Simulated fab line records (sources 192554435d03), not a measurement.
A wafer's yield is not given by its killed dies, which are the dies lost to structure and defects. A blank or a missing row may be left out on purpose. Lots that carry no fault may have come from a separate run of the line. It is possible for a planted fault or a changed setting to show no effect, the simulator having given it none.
fab line records | flow n5Finfet
record: lots: 7 wafers: 21
route steps=1938 shown BEOL_M0_SAQP@676 BEOL_M0_CUTY@714 BEOL_M0@715 BEOL_M1@783 BEOL_M3@931
startH: hours from the record's first day to the start of the lot's first wafer shown | waitH: hours since the lot's step before | " as in the row above | L1.1+2: one row covering several wafers at once | - no value, or no start given | * or withheld: withheld | < > ~ a bound
route shown NAME@n: names a module that has steps shown in the file, with the first one's number in the route | usual: average and standard deviation across the fault-free wafers | same: alike in all rows | chamber/n: place in a boat | sites: each site's reading | _std_site: standard deviation across them | _edge_site: inner sites' mean taken away from outer sites' mean | radiusMm: for every site, how far away it sits from the centre of the wafer | mask NAME#n: copy n | behind: the last tool/chamber to shape the wafer | hold: cause of the lot's hold/its duration in hours/its outcome | device: the n, p or np transistor that did not switch | end of line: the same wafers' tests at the end of the route | a step without rows: its recipe alone | killed: the dies lost at the first sort to structure and to defects; this is not the yield of the wafer | map: a wafer's dies, marking killed ones x, the rest . and places with no die _
set.NAME: the run value of the setting; set.NAME@STEP: its run value at that earlier step | model.NAME: the simulator's own value behind a step, which no gauge read
lots run with intentionally changed settings; tables by step, rows by wafer
== steps ==
step: N5_BEOL_M0_SAQP_SPACER2_ALD_26
recipe: material: SiO2 targetThkA: 150 tempC: 300 aldPrecursorFamily: BDEAS aldCoReactant: O2-plasma pulseTimeS: 1 purgeTimeS: 2 coReactantPurgeTimeS: 2 pressureTorr: 2
columns lot.wafer tool chamber startH waitH set.targetThkA model.SiO2_of_BEOL_M0_SAQP_SPACER2_ALD_26.thkNm
L076.2+3 aldSin-04 3,0 123.80 0.1 134.1 13.2
L076.4 " 2 " " 150 14.8
L078.1+6 aldSin-01 2 134.32 0.1 150 15
L078.4 " 3 " " 140.7 14.2
L079.1 aldSin-04 2 141.21 0.1 155.7 15.4
L079.2+4 " 1,3 " " 150 15
L084.1+6 aldSin-04 2 173.41 0.1 150 15
L084.3 " 3 " " 138.9 13.8
L087.1 aldSin-02 1 189.70 0.1 150 15
L087.4 " 2 " " 132.6 13.2
L087.5 " 1 " " 132.6 13.4
L088.1 aldSin-02 0 195.46 0.6 150 14.8
L088.5+6 " 2,3 " " 150 15
L090.3 aldSin-01 1 209.74 0.6 150 14.8
L090.5 " 2 " " 158.9 15.8
L090.6 " 3 " " 158.9 16
step: N5_BEOL_M0_SAQP_SPACER2_ETCHBACK_27
recipe: chemistry: CHF3/O2 mode: anisotropicEtchback target: SiO2 targetDepthA: 225 timeS: 11.25 pressureMtorr: 30 sourceW: 650 biasW: 170 Ar_flow_sccm: 200 CHF3_flow_sccm: 50 O2_flow_sccm: 5 ionEnergyEv: 200
step: N5_BEOL_M0_SAQP_MANDREL2_REMOVE_110
recipe: chemistry: HBr/Cl2/O2 btTimeS: 10 target: a-Si stopOn: SiCN endpoint: OES-SiCl overEtchFrac: 1 icpW: 600 biasW: 30 HBr_flow_sccm: 150 Cl2_flow_sccm: 80 O2_flow_sccm: 5 pressureMtorr: 10
columns lot.wafer tool chamber startH waitH set.targetThkA@BEOL_M0_SAQP_SPACER2_ALD_26 model.BEOL_M0_SAQP.cdNm
L076.2 rieSi-01 2 124.43 0.1 134.1 13.2
L076.3 " 0 " " 134.1 13.4
L076.4 " 2 " " 150 15
L078.1 rieSi-06 2 134.98 0.1 150 15
L078.4 " 2 " " 140.7 14.2
L078.6 " 0 " " 150 15.2
L079.1 rieSi-01 2 141.84 0.1 155.7 15.4
L079.2+4 " 0,2 " " 150 15
L084.1 rieSi-01 3 174.29 0.1 150 15
L084.3 " 2 " " 138.9 14
L084.6 " 1 " " 150 15.2
L087.1 rieSi-05 3 190.33 0.1 150 15
L087.4+5 " 0,2 " " 132.6 13.2
L088.1+5+6 rieSi-06 2,3,0 196.11 0.1 150 15
L090.3 rieSi-05 2 210.38 0.1 150 14.8
L090.5+6 " 0,2 " " 158.9 15.8
step: N5_BEOL_M0_SAQP_CD_MEAS_29
recipe: targetCdNm: 14.4 landingEnergyEv: 1000 detector: seInlens
usual: cdNm: 14.97/0.22
columns lot.wafer tool chamber startH waitH set.targetThkA@BEOL_M0_SAQP_SPACER2_ALD_26 cdNm
L076.2 cdSem-01 0 124.54 0.1 134.1 13.21
L076.3 " 0 " " 134.1 13.63
L076.4 " 0 " " 150 15.08
L078.1 cdSem-03 0 135.09 0.1 150 15.02
L078.4 " 0 " " 140.7 14.23
L078.6 " 0 " " 150 14.81
L079.1 cdSem-02 0 141.95 0.1 155.7 15.36
L079.2 " 0 " " 150 15.10
L079.4 " 0 " " 150 15.19
L084.1 cdSem-03 0 174.40 0.1 150 14.78
L084.3 " 0 " " 138.9 13.80
L084.6 " 0 " " 150 15.27
L087.1 cdSem-01 0 190.44 0.1 150 15.14
L087.4 " 0 " " 132.6 13.04
L087.5 " 0 " " 132.6 13.17
L088.1 cdSem-01 0 196.22 0.1 150 14.91
L088.5 " 0 " " 150 14.73
L088.6 " 0 " " 150 14.94
L090.3 cdSem-03 0 210.49 0.1 150 14.86
L090.5 " 0 " " 158.9 15.92
L090.6 " 0 " " 158.9 16.22
step: N5_BEOL_M0_SAQP_COAT_69
recipe: resist: SOC tempC: 250 timeS: 60 spinRpm: 1500 resistThkNm: 90
step: N5_BEOL_M0_SAQP_COAT_72
recipe: resist: SiARC tempC: 220 timeS: 60 spinRpm: 1500 resistThkNm: 15
step: N5_BEOL_M0_CUTY_STRIP_64
recipe: chemistry: N2/H2 tempC: 40 n2FlowSccm: 200 h2FlowSccm: 200 rfFrequencyHz: 6e+07
step: N5_BEOL_M0_ETCH_138
recipe: chemistry: CH3F/O2 targetDepthA: 120 target: SiCN timeS: 31.6 ionEnergyEv: 120 pressureMtorr: 30 sourceW: 395 biasW: 75 Ar_flow_sccm: 150 CH3F_flow_sccm: 30 O2_flow_sccm: 20 ends: cleared
step: N5_BEOL_M0_HM_OPEN_105
recipe: chemistry: Cl2/BCl3 targetDepthA: 120 target: TiN ionEnergyEv: 150 pressureMtorr: 10 icpW: 1000 biasW: 126 Cl2_flow_sccm: 53.25 bcl3FlowSccm: 21.75 Ar_flow_sccm: 25
columns lot.wafer tool chamber startH waitH set.targetThkA@BEOL_M0_SAQP_SPACER2_ALD_26 model.SiO2_of_BEOL_M0_SAQP_SPACER2_ALD_26.thkNm
L076.2+3 rieMetal-03 0,1 131.03 3.8 134.1 1.6
L076.4 " 0 " " 150 2.4
L078.1 rieMetal-02 0 137.82 0.4 150 3
L078.4 " 1 " " 140.7 2
L078.6 " 0 " " 150 2.8
L079.1 rieMetal-03 1 145.71 1.2 155.7 3
L079.2 " 0 " " 150 2.6
L079.4 " 0 " " 150 2.4
L084.1+6 rieMetal-01 0 177.46 0.4 150 2.6
L084.3 " 1 " " 138.9 1.8
L087.1 rieMetal-03 0 193.29 0.1 150 2.6
L087.4 " 0 " " 132.6 1.4
L087.5 " 1 " " 132.6 1.6
L088.1 rieMetal-03 0 198.97 0.2 150 2.4
L088.5 " 1 " " 150 2.6
L088.6 " 0 " " 150 2.8
L090.3 rieMetal-01 0 213.24 0.7 150 2.4
L090.5 " 1 " " 158.9 3.6
L090.6 " 0 " " 158.9 3.4
step: N5_BEOL_M0_ETCH_109
recipe: chemistry: CH3F/O2 targetDepthA: 80 overetchA: 24 target: SiCN timeS: 27.4 ionEnergyEv: 120 pressureMtorr: 30 sourceW: 395 biasW: 75 Ar_flow_sccm: 150 CH3F_flow_sccm: 30 O2_flow_sccm: 20
usual: rfVppV: 297.2/1.6
columns lot.wafer tool chamber startH waitH set.biasW rfVppV
L076.2 rieDiel-04 2 131.61 0.0 75 296.9
L076.3 " 3 " " 81.84 314.1
L076.4 " 0 " " 75 296.4
L078.1 rieDiel-02 0 138.48 0.0 75 295.7
L078.4 " 3 " " 66.26 276.8
L078.6 " 2 " " 66.26 273.1
L079.1 rieDiel-03 0 146.69 0.4 75 295.2
L079.2 " 1 " " 62.45 263.6
L079.4 " 2 " " 75 296.3
L084.1 rieDiel-02 3 178.26 0.2 88.34 331.8
L084.3 " 0 " " 88.34 327.6
L084.6 " 2 " " 75 297.4
L087.1 rieDiel-04 1 194.24 0.0 75 299.2
L087.4 " 1 " " 63.62 269.9
L087.5 " 1 " " 75 299.0
L088.1 rieDiel-02 1 199.96 0.1 75 296.4
L088.5 " 1 " " 75 296.9
L088.6 " 2 " " 75 295.7
L090.3 rieDiel-02 0 213.82 0.0 68.5 277.0
L090.5 " 3 " " 68.5 282.8
L090.6 " 0 " " 75 295.7
step: N5_BEOL_M1_EXPOSE_25
recipe: maskId: V0 na: 0.33 sourceShape: quasar sigmaInner: 0.2 sigmaOuter: 0.8 polarization: unpolarized defocusNm: 5 targetCdNm: 24 doseMj: 63
columns lot.wafer tool chamber startH waitH mask set.doseMj
L076.2+3+4 euvScanner-02 0 138.58 - V0#0 63
L078.1+4+6 euvScanner-02 0 147.06 - V0#0 63
L079.1 euvScanner-01 0 154.19 - V0#0 63
L079.2+4 " 0 " " V0#0 59.14
L084.1+6 euvScanner-01 0 184.33 - V0#0 66.12
L084.3 " 0 " " V0#0 63
L087.1+4 euvScanner-02 0 200.14 - V0#0 65.38
L087.5 " 0 " " V0#0 63
L088.1+5+6 euvScanner-01 0 206.65 - V0#0 63
L090.3+5+6 euvScanner-01 0 219.16 - V0#0 63
step: N5_BEOL_M1_PEB_26
recipe: pebTempC: 100 pebTimeS: 60 resist: CAR-EUV
step: N5_BEOL_M1_DEVELOP_27
recipe: developTimeS: 30 developer: TMAH resist: CAR-EUV rinseLiquid: surfactantRinse dry: airSpin devTempC: 23
step: N5_BEOL_M1_CD_MEAS_28
recipe: landingEnergyEv: 500 detector: seInlens targetCdYNm: 23.3
usual: cdNm: 23.99/0.27
columns lot.wafer tool chamber startH waitH set.doseMj@BEOL_M1_EXPOSE_25 cdNm
L076.2 cdSem-02 0 138.72 - 63 23.76
L076.3 " 0 " " 63 23.84
L076.4 " 0 " " 63 24.05
L078.1 cdSem-03 0 147.20 - 63 24.59
L078.4 " 0 " " 63 24.09
L078.6 " 0 " " 63 24.32
L079.1 cdSem-03 0 154.34 - 63 23.77
L079.2 " 0 " " 59.14 22.49
L079.4 " 0 " " 59.14 23.07
L084.1 cdSem-02 0 184.47 - 66.12 24.95
L084.3 " 0 " " 63 23.81
L084.6 " 0 " " 66.12 25.07
L087.1 cdSem-02 0 200.29 - 65.38 24.85
L087.4 " 0 " " 65.38 24.69
L087.5 " 0 " " 63 24.10
L088.1 cdSem-03 0 206.80 - 63 23.98
L088.5 " 0 " " 63 23.59
L088.6 " 0 " " 63 24.03
L090.3 cdSem-03 0 219.29 - 63 23.82
L090.5 " 0 " " 63 24.25
L090.6 " 0 " " 63 24.31
step: N5_BEOL_M1_STRIP_71
recipe: chemistry: N2/H2 tempC: 40 n2FlowSccm: 200 h2FlowSccm: 200 rfFrequencyHz: 6e+07
step: N5_BEOL_M1_STRIP_78
recipe: chemistry: N2/H2 tempC: 40 n2FlowSccm: 200 h2FlowSccm: 200 rfFrequencyHz: 6e+07
step: N5_BEOL_M1_VIA_ETCH_34
recipe: chemistry: C4F6/O2 targetDepthA: 678 maskMaterial: SOC pressureMtorr: 15 ionEnergyEv: 250 taperDeg: 4 timeS: 64.4 sourceW: 350 biasW: 170 Ar_flow_sccm: 300 C4F6_flow_sccm: 10 O2_flow_sccm: 10
columns lot.wafer tool chamber startH waitH set.doseMj@BEOL_M1_EXPOSE_25 model.BEOL_M1.cdNm
L076.2 rieDiel-06 0 140.42 0.0 63 17.8
L076.3 " 2 " " 63 18
L076.4 " 3 " " 63 17.4
L078.1 rieDiel-05 0 152.43 0.0 63 18.6
L078.4 " 3 " " 63 18.4
L078.6 " 2 " " 63 18.2
L079.1 rieDiel-01 2 160.08 0.0 63 18.2
L079.2 " 1 " " 59.14 16.8
L079.4 " 0 " " 59.14 17
L084.1 rieDiel-06 2 192.33 0.0 66.12 19.2
L084.3 " 0 " " 63 17.8
L084.6 " 0 " " 66.12 18.6
L087.1 rieDiel-05 3 204.42 0.0 65.38 18.4
L087.4 " 2 " " 65.38 18.8
L087.5 " 1 " " 63 17.8
L088.1+5 rieDiel-01 2 209.87 0.0 63 18
L088.6 " 3 " " 63 17.6
L090.3 rieDiel-01 1 227.98 0.0 63 17.8
L090.5 " 1 " " 63 18.2
L090.6 " 0 " " 63 18.4
step: N5_BEOL_M3_ILD_DEP_00
recipe: material: SiOC targetThkA: 790 tempC: 350 precursor: DEMS/O2 pressureTorr: 5 rfW: 500 timeS: 15.3
columns lot.wafer tool chamber startH waitH set.timeS model.SiOC_of_BEOL_M3_ILD_DEP_00.thkNm
L076.2 pecvd-02 1 156.95 0.0 15.3 77.6
L076.3 " 0 " " 14.45 74
L076.4 " 1 " " 15.3 79
L078.1 pecvd-03 2 172.47 0.0 15.3 77.6
L078.4+6 " 1,2 " " 17.46 90.4
L079.1 pecvd-04 2 175.19 0.0 13.73 71.6
L079.2 " 0 " " 15.3 79
L079.4 " 1 " " 15.3 80.4
L084.1 pecvd-02 0 206.02 0.0 15.3 77.6
L084.3 " 2 " " 17.13 87
L084.6 " 0 " " 17.13 88.2
L087.1 pecvd-03 0 218.58 0.0 15.91 81.8
L087.4 " 2 " " 15.3 78.6
L087.5 " 1 " " 15.3 78.2
L088.1 pecvd-03 1 222.74 0.0 15.3 77.2
L088.5 " 1 " " 15.3 79.2
L088.6 " 0 " " 15.3 80.2
L090.3 pecvd-04 0 241.06 0.0 15.3 77.4
L090.5 " 2 " " 14.24 73.8
L090.6 " 1 " " 15.3 79.2
step: N5_BEOL_M3_THK_MEAS_01
recipe: reads: SiOC_of_BEOL_M3_ILD_DEP_00
usual: M3_ILD_THK: 78.4/0.98
columns lot.wafer tool chamber startH waitH set.timeS@BEOL_M3_ILD_DEP_00 M3_ILD_THK[nm]
L076.2 filmMetro-02 - 157.02 0.1 15.3 77.5
L076.3 " - " " 14.45 74.1
L076.4 " - " " 15.3 79.1
L078.1 filmMetro-01 - 172.54 0.0 15.3 77.6
L078.4 " - " " 17.46 90.4
L078.6 " - " " 17.46 90.5
L079.1 filmMetro-02 - 175.26 0.0 13.73 71.6
L079.2 " - " " 15.3 79.0
L079.4 " - " " 15.3 80.4
L084.1 filmMetro-02 - 206.09 0.0 15.3 77.6
L084.3 " - " " 17.13 87.0
L084.6 " - " " 17.13 88.2
L087.1 filmMetro-02 - 218.65 0.0 15.91 81.9
L087.4 " - " " 15.3 78.5
L087.5 " - " " 15.3 78.3
L088.1 filmMetro-01 - 222.81 0.0 15.3 77.0
L088.5 " - " " 15.3 79.3
L088.6 " - " " 15.3 80.1
L090.3 filmMetro-02 - 241.13 0.1 15.3 77.4
L090.5 " - " " 14.24 73.8
L090.6 " - " " 15.3 79.3
step: N5_BEOL_M3_EXPOSE_08
recipe: maskId: M3 na: 0.33 sourceShape: dipole sigmaInner: 0.369 sigmaOuter: 0.767 polarization: unpolarized doseMj: 33
columns lot.wafer tool chamber startH waitH mask set.doseMj
L076.2+3+4 euvScanner-01 0 157.96 - M3#0 33
L078.1+4+6 euvScanner-02 0 174.72 - M3#0 33
L079.1+2 euvScanner-01 0 177.75 - M3#0 33.85
L079.4 " 0 " " M3#0 33
L084.1+6 euvScanner-02 0 207.69 - M3#0 35.1
L084.3 " 0 " " M3#0 33
L087.1 euvScanner-02 0 219.56 - M3#0 33
L087.4+5 " 0 " " M3#0 35.04
L088.1+5+6 euvScanner-02 0 223.58 - M3#0 33
L090.3+5 euvScanner-01 0 243.58 - M3#0 33
L090.6 " 0 " " M3#0 30.98
step: N5_BEOL_M3_PEB_09
recipe: pebTempC: 100 pebTimeS: 60 resist: CAR-EUV
step: N5_BEOL_M3_DEVELOP_10
recipe: developTimeS: 30 developer: TMAH resist: CAR-EUV rinseLiquid: surfactantRinse dry: airSpin devTempC: 23
step: N5_BEOL_M3_CD_MEAS_11
recipe: targetCdNm: 17.05 landingEnergyEv: 500 detector: seInlens polarity: opening
usual: cdNm: 17.07/0.27
columns lot.wafer tool chamber startH waitH set.doseMj@BEOL_M3_EXPOSE_08 cdNm
L076.2 cdSem-01 0 158.08 - 33 16.69
L076.3 " 0 " " 33 16.81
L076.4 " 0 " " 33 17.10
L078.1 cdSem-01 0 174.84 - 33 16.94
L078.4 " 0 " " 33 16.90
L078.6 " 0 " " 33 16.94
L079.1 cdSem-03 0 177.87 - 33.85 17.37
L079.2 " 0 " " 33.85 17.67
L079.4 " 0 " " 33 16.97
L084.1 cdSem-01 0 207.81 - 35.1 18.16
L084.3 " 0 " " 33 17.29
L084.6 " 0 " " 35.1 18.36
L087.1 cdSem-03 0 219.69 - 33 16.40
L087.4 " 0 " " 35.04 17.98
L087.5 " 0 " " 35.04 18.01
L088.1 cdSem-02 0 223.71 - 33 17.03
L088.5 " 0 " " 33 17.01
L088.6 " 0 " " 33 17.22
L090.3 cdSem-03 0 243.70 - 33 16.40
L090.5 " 0 " " 33 16.97
L090.6 " 0 " " 30.98 14.98
step: N5_BEOL_M3_DESCUM_16
recipe: chemistry: O2 timeS: 7 sourcePowerW: 50 biasPowerW: 20 pressureMtorr: 20 rfFrequencyHz: 2.712e+07 tempC: 40 resist: CAR-EUV o2FlowSccm: 225
step: N5_BEOL_M3_ETCH_74
recipe: chemistry: N2/H2 target: underlayer targetDepthA: 65 maskMaterial: CAR-EUV timeS: 5.2 ionEnergyEv: 200 pressureMtorr: 30 sourceW: 840 biasW: 150 n2FlowSccm: 200 h2FlowSccm: 200 ends: cleared
columns lot.wafer tool chamber startH waitH set.doseMj@BEOL_M3_EXPOSE_08 model.BEOL_M3.cdOffsetNm
L076.2+3 rieDiel-01 2,0 158.41 0.0 33 0
L076.4 " 2 " " 33 -0.2
L078.1+4+6 rieDiel-01 0,2,0 175.49 0.0 33 0
L079.1 rieDiel-05 1 178.75 0.0 33.85 0.6
L079.2 " 3 " " 33.85 0.4
L079.4 " 0 " " 33 -0.2
L084.1 rieDiel-06 3 208.24 0.0 35.1 1.2
L084.3 " 2 " " 33 0.2
L084.6 " 1 " " 35.1 1.6
L087.1 rieDiel-06 1 219.85 0.0 33 0.2
L087.4 " 0 " " 35.04 1
L087.5 " 1 " " 35.04 1.4
L088.1+5 rieDiel-06 3 223.87 0.0 33 0
L088.6 " 2 " " 33 0.2
L090.3 rieDiel-05 2 244.19 0.0 33 -0.4
L090.5 " 1 " " 33 -0.2
L090.6 " 0 " " 30.98 -1.8
step: N5_BEOL_M3_ETCH_63
recipe: chemistry: CF4 target: SiARC targetDepthA: 156 maskMaterial: CAR-EUV timeS: 26 ionEnergyEv: 80 pressureMtorr: 40 sourceW: 545 biasW: 36 Ar_flow_sccm: 100 cf4FlowSccm: 100 ends: cleared
columns lot.wafer tool chamber startH waitH set.doseMj@BEOL_M3_EXPOSE_08 model.BEOL_M3.cdOffsetNm
L076.2+4 rieDiel-01 2 158.43 0.0 33 0
L076.3 " 0 " " 33 0.2
L078.1+4+6 rieDiel-01 0,2,0 175.51 0.0 33 0
L079.1+2 rieDiel-05 1,3 178.77 0.0 33.85 0.6
L079.4 " 0 " " 33 0
L084.1 rieDiel-06 3 208.26 0.0 35.1 1.2
L084.3 " 2 " " 33 0.4
L084.6 " 1 " " 35.1 1.6
L087.1 rieDiel-06 1 219.86 0.0 33 0.2
L087.4 " 0 " " 35.04 1
L087.5 " 1 " " 35.04 1.4
L088.1+5 rieDiel-06 3 223.88 0.0 33 -0.2
L088.6 " 2 " " 33 0.2
L090.3 rieDiel-05 2 244.21 0.0 33 -0.4
L090.5 " 1 " " 33 -0.2
L090.6 " 0 " " 30.98 -1.8
step: N5_BEOL_M3_ETCH_64
recipe: chemistry: N2/H2 target: SOC targetDepthA: 750 overetchA: 150 maskMaterial: SiARC tempC: 40 timeS: 112.5 ionEnergyEv: 200 pressureMtorr: 30 sourceW: 840 biasW: 150 n2FlowSccm: 200 h2FlowSccm: 200
step: N5_BEOL_M3_STRIP_65
recipe: chemistry: N2/H2 tempC: 40 n2FlowSccm: 200 h2FlowSccm: 200 rfFrequencyHz: 6e+07
step: N5_BEOL_M3_STRIP_75
recipe: chemistry: N2/H2 tempC: 40 n2FlowSccm: 200 h2FlowSccm: 200 rfFrequencyHz: 6e+07
step: N5_BEOL_M3_STRIP_66
recipe: chemistry: CF4 resist: SiARC powerW: 300 biasPowerW: 75 pressureMtorr: 50 cf4FlowSccm: 150 rfFrequencyHz: 6e+07
step: N5_BEOL_M3_HM_OPEN_17
recipe: chemistry: Cl2/BCl3 targetDepthA: 200 overetchA: 60 target: TiN maskMaterial: SOC ionEnergyEv: 150 pressureMtorr: 10 icpW: 1000 biasW: 126 Cl2_flow_sccm: 53.25 bcl3FlowSccm: 21.75 Ar_flow_sccm: 25
columns lot.wafer tool chamber startH waitH set.doseMj@BEOL_M3_EXPOSE_08 model.BEOL_M3.cdOffsetNm
L076.2+3 rieMetal-01 1,0 158.62 0.0 33 0
L076.4 " 1 " " 33 -0.2
L078.1 rieMetal-02 1 175.70 0.0 33 -0.4
L078.4 " 1 " " 33 0
L078.6 " 1 " " 33 -0.2
L079.1+2 rieMetal-03 0,1 178.97 0.0 33.85 0.6
L079.4 " 0 " " 33 -0.2
L084.1 rieMetal-03 0 208.45 0.0 35.1 1.2
L084.3 " 0 " " 33 0.2
L084.6 " 1 " " 35.1 1.4
L087.1 rieMetal-02 0 220.06 0.0 33 0.2
L087.4 " 0 " " 35.04 1
L087.5 " 1 " " 35.04 1.2
L088.1 rieMetal-01 1 224.08 0.0 33 -0.4
L088.5 " 1 " " 33 -0.2
L088.6 " 0 " " 33 0
L090.3+5 rieMetal-02 0 244.44 0.1 33 -0.2
L090.6 " 1 " " 30.98 -2
== key ==
split: step: N5_BEOL_M0_SAQP_SPACER2_ALD_26 setting: targetThkA stated: 150 by: wafer
response: step: N5_BEOL_M0_SAQP_SPACER2_ALD_26 reading: model.SiO2_of_BEOL_M0_SAQP_SPACER2_ALD_26.thkNm change: +0.15 per: 1% r: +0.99
response: step: N5_BEOL_M0_SAQP_MANDREL2_REMOVE_110 reading: model.BEOL_M0_SAQP.cdNm change: +0.154 per: 1% r: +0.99
response: step: N5_BEOL_M0_SAQP_CD_MEAS_29 reading: cdNm change: +0.16 per: 1% r: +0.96
response: step: N5_BEOL_M0_HM_OPEN_105 reading: model.SiO2_of_BEOL_M0_SAQP_SPACER2_ALD_26.thkNm change: +0.106 per: 1% r: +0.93
split: step: N5_BEOL_M0_ETCH_109 setting: biasW stated: 75 by: wafer
response: step: N5_BEOL_M0_ETCH_109 reading: rfVppV change: +1.87 per: 1% r: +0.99
split: step: N5_BEOL_M1_EXPOSE_25 setting: doseMj stated: 63 by: wafer
response: step: N5_BEOL_M1_CD_MEAS_28 reading: cdNm change: +0.191 per: 1% r: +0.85
response: step: N5_BEOL_M1_VIA_ETCH_34 reading: model.BEOL_M1.cdNm change: +0.215 per: 1% r: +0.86
split: step: N5_BEOL_M3_ILD_DEP_00 setting: timeS stated: 15.3 by: wafer
response: step: N5_BEOL_M3_ILD_DEP_00 reading: model.SiOC_of_BEOL_M3_ILD_DEP_00.thkNm change: +0.833 per: 1% r: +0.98
response: step: N5_BEOL_M3_THK_MEAS_01 reading: M3_ILD_THK change: +0.835 per: 1% r: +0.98
split: step: N5_BEOL_M3_EXPOSE_08 setting: doseMj stated: 33 by: wafer
response: step: N5_BEOL_M3_CD_MEAS_11 reading: cdNm change: +0.227 per: 1% r: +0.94
response: step: N5_BEOL_M3_ETCH_74 reading: model.BEOL_M3.cdOffsetNm change: +0.202 per: 1% r: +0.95
response: step: N5_BEOL_M3_ETCH_63 reading: model.BEOL_M3.cdOffsetNm change: +0.189 per: 1% r: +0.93
response: step: N5_BEOL_M3_HM_OPEN_17 reading: model.BEOL_M3.cdOffsetNm change: +0.209 per: 1% r: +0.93
